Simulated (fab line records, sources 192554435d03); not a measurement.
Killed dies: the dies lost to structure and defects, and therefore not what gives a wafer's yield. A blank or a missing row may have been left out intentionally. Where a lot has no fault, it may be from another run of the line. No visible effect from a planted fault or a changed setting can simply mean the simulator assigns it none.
Lot-split experiment + flow n5Finfet + 21 wafers read across 7 lots, on a route 1938 steps long

THE SPLIT ITSELF
At N5_BEOL_M7_ETCH_61 (etches SiARC in CF4, target depth 45.5 nm, time 75.8 s), the setting sourceW was moved away from the recipe's 545 W on 6 of the 21 wafers read, by -5.5% to +17.3%. This setting was run at the recipe's value on the other wafers.

The split's own step is where the reading is taken.

THE READING
rfVppV, in V, at N5_BEOL_M7_ETCH_61 (etches SiARC in CF4, target depth 45.5 nm, time 75.8 s). Typical for fault-free wafers on this fab line: 184.3 V, with standard deviation 1.1 V.

| wafer  | tool, chamber at the split | sourceW as run, W | against the recipe | rfVppV, V | against lot-mates on the recipe |
|--------|----------------------------|-------------------|--------------------|-----------|---------------------------------|
| L075.1 | rieDiel-02, 0              | 545               | recipe             | 181.7     | -                               |
| L075.2 | rieDiel-02, 1              | 545               | recipe             | 183.7     | -                               |
| L075.3 | rieDiel-02, 2              | 545               | recipe             | 186.2     | -                               |
| L081.1 | rieDiel-04, 0              | 545               | recipe             | 183.7     | -                               |
| L081.2 | rieDiel-04, 1              | 580.3             | +6.5%              | 181.1     | -2.6                            |
| L081.5 | rieDiel-04, 2              | 580.3             | +6.5%              | 181.3     | -2.4                            |
| L082.1 | rieDiel-04, 0              | 545               | recipe             | 184.7     | -                               |
| L082.2 | rieDiel-04, 2              | 545               | recipe             | 182.3     | -                               |
| L082.5 | rieDiel-04, 0              | 545               | recipe             | 184.7     | -                               |
| L084.3 | rieDiel-06, 3              | 545               | recipe             | 184.4     | -                               |
| L084.5 | rieDiel-06, 3              | 545               | recipe             | 183.1     | -                               |
| L084.6 | rieDiel-06, 0              | 630.3             | +15.7%             | 174.4     | -9.3                            |
| L096.2 | rieDiel-04, 2              | 545               | recipe             | 183.8     | -                               |
| L096.3 | rieDiel-04, 0              | 545               | recipe             | 183.6     | -                               |
| L096.4 | rieDiel-04, 3              | 545               | recipe             | 184.0     | -                               |
| L094.3 | rieDiel-02, 0              | 515.1             | -5.5%              | 186.6     | +1.9                            |
| L094.4 | rieDiel-02, 1              | 545               | recipe             | 184.7     | -                               |
| L094.5 | rieDiel-02, 0              | 515.1             | -5.5%              | 188.7     | +4.0                            |
| L097.3 | rieDiel-02, 1              | 639.5             | +17.3%             | 176.2     | -8.7                            |
| L097.5 | rieDiel-02, 3              | 545               | recipe             | 185.7     | -                               |
| L097.6 | rieDiel-02, 1              | 545               | recipe             | 184.0     | -                               |

FIT RESULTS
A straight line over all 21 wafers: rfVppV changes by -0.532 V for each +1% of sourceW; r = -0.93; the points scatter about the line by 1.2 V.
The same after taking each lot's own level away (the mean of its wafers on the recipe; 21 wafers): -0.527 V for each +1%; r = -0.94; scatter 1.1 V.
On that fit, the largest move of sourceW shifts the reading by 9.1 V.
Measured against the standard deviation above, the lots' own levels, which go from 183.70 to 184.85 V, span 1.0 times it.
So the lot-to-lot level changes the slope little: the two slopes agree.
Check: for one of the wafers moved furthest among these (+17.3%), held out of the fit, the line's prediction against its lot-mates is -9.4 V. It came out at -8.65 V against them.
Tool readings at the split's step, against how far the setting was moved: etchRfOnTimeS r = -0.88; rfVppV r = -0.93.

FURTHER SPLITS ON THESE WAFERS
Note: prior to the reading, these wafers also went through further splits. Each is held against what the fit with the lots' levels taken away leaves over:
| other split on the same wafers | wafers away from the commonest value | r with rfVppV (lot level and that fit taken away) |
|--------------------------------|--------------------------------------|---------------------------------------------------|
| N5_BEOL_M5_ETCH_72 biasW       | 4                                    | +0.22                                             |
| N5_BEOL_M6_ILD_DEP_00 timeS    | 6                                    | -0.10                                             |
| N5_BEOL_M6_COAT_05 spinRpm     | 7                                    | +0.16                                             |
| N5_BEOL_M7_COAT_05 spinRpm     | 7                                    | +0.29                                             |

THE WHOLE CHAIN: every reading that the file lists as answering this split, in the file's order
| step               | what it does                                           | reading       | change (the file's fit)              | r (the file's) |
|--------------------|--------------------------------------------------------|---------------|--------------------------------------|----------------|
| N5_BEOL_M7_ETCH_61 | etches SiARC in CF4, target depth 45.5 nm, time 75.8 s | etchRfOnTimeS | withheld for each +1% of the setting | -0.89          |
| N5_BEOL_M7_ETCH_61 | etches SiARC in CF4, target depth 45.5 nm, time 75.8 s | rfVppV        | -0.532 V for each +1% of the setting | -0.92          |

FILE'S OWN FIT
rfVppV changes by -0.532 V for each +1% of sourceW, r = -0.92.
